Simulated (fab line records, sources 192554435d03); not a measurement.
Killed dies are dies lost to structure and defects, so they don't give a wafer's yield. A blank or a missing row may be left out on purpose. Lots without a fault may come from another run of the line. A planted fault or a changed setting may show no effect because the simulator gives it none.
Which tool did it? | flow n5_finfet | 9 lots, 27 wafers sampled, at 5 steps of a route of 1938

WHAT THE GAUGES READ, wafer by wafer
N5_BEOL_M4_RC_MEAS_101.
lot  | measured     | on        | DIBL_N (mV/V)
L394 | day 9 12:25  | prober-02 | 37.0 35.1 34.3
L395 | day 9 14:31  | prober-01 | 37.4 37.1 35.0
L399 | day 10 05:20 | prober-02 | 35.6 35.7 36.2
L400 | day 10 14:10 | prober-02 | 35.7 34.4 33.6
L401 | day 10 16:13 | prober-01 | 35.7 32.5 36.7
L409 | day 13 00:23 | prober-01 | 35.5 37.5 35.4
L411 | day 13 03:45 | prober-02 | 40.2 35.4 37.4
L410 | day 13 21:21 | prober-02 | 36.1 37.1 37.0
L413 | day 14 04:16 | prober-02 | 36.1 35.0 38.2

WHICH TOOL RAN EACH LOT (tool, then ch and the chambers of the sampled wafers, then the start)
lot  | N5_BEOL_M3_ETCH_77                 | N5_BEOL_M3_ALD_98                 | N5_BEOL_M3_VIA_ETCH_34             | N5_BEOL_M3_TRENCH_ETCH_37
L394 | rie_diel-03 ch 0,1,3, day 8 12:28  | ald_sin-01 ch 0,1,3, day 8 13:15  | rie_diel-04 ch 1,2, day 8 15:40    | rie_diel-04 ch 1,2, day 9 12:25 or earlier
L395 | rie_diel-04 ch 0,1,2, day 8 13:35  | ald_sin-01 ch 0,1, day 8 13:42    | rie_diel-03 ch 0,3, day 8 20:04    | rie_diel-03 ch 0,3, day 9 14:31 or earlier
L399 | rie_diel-02 ch 0,2, day 9 02:25    | ald_sin-02 ch 0,1, day 9 02:31    | rie_diel-02 ch 0,2,3, day 9 03:23  | rie_diel-02 ch 0,2,3, day 10 05:20 or earlier
L400 | rie_diel-02 ch 0,2,3, day 9 15:47  | ald_sin-02 ch 0,2,3, day 9 16:17  | rie_diel-03 ch 0,1,2, day 9 20:20  | rie_diel-03 ch 0,1,2, day 10 14:10 or earlier
L401 | rie_diel-04 ch 0,1,3, day 9 22:11  | ald_sin-01 ch 1,2, day 9 22:19    | rie_diel-04 ch 0,1, day 10 01:40   | rie_diel-04 ch 0,1, day 10 16:13 or earlier
L409 | rie_diel-04 ch 0,1,3, day 11 23:10 | ald_sin-02 ch 0,1,3, day 11 23:16 | rie_diel-03 ch 0,1,2, day 12 11:10 | rie_diel-03 ch 0,1,2, day 13 00:23 or earlier
L411 | rie_diel-04 ch 0,3, day 12 13:16   | ald_sin-02 ch 0,3, day 12 13:31   | rie_diel-03 ch 0,1,2, day 12 15:47 | rie_diel-03 ch 0,1,2, day 13 03:45 or earlier
L410 | rie_diel-03 ch 0,2, day 12 20:50   | ald_sin-01 ch 0,1,2, day 12 20:56 | rie_diel-02 ch 0,3, day 13 00:31   | rie_diel-02 ch 0,3, day 13 21:21 or earlier
L413 | rie_diel-04 ch 0,1,2, day 12 22:36 | ald_sin-02 ch 0,1,3, day 12 22:42 | rie_diel-04 ch 1,3, day 13 05:44   | rie_diel-04 ch 1,3, day 14 04:16 or earlier
- N5_BEOL_M3_ETCH_77: etches underlayer in N2/H2, target depth 6.5 nm, time 5.2 s.
- N5_BEOL_M3_ALD_98: deposits SiO2, target thk 2.5 nm, pulse time 1 s, co reactant pulse time 1 s.
- N5_BEOL_M3_VIA_ETCH_34: etches the open film in C4F6/O2, target depth 69.4 nm, time 65.9 s.
- N5_BEOL_M3_TRENCH_ETCH_37: etches SiOC in C4F6/O2, target depth 55.555 nm, time 29.2 s.

THE ANSWER, worked out from the rows above alone
Rule: what is usual is taken from the lots themselves. Put in order of their means at a reading, lots are off if they are a third of the lots or fewer, leave a main group of 4 or more, and stand apart from it by a gap of 3 or more times the standard deviation of the main group's means; of several such gaps the widest counts. A main group whose means are all the same, to the digits that the tables above print for the reading, isn't used. A lot without any number at a reading at which 4 lots or more have one is off too. The other lots that the step has rows for count as sound.
No lot is off at any reading shown: from this, nothing can be told.

WHAT THE SIMULATOR HAD PUT IN
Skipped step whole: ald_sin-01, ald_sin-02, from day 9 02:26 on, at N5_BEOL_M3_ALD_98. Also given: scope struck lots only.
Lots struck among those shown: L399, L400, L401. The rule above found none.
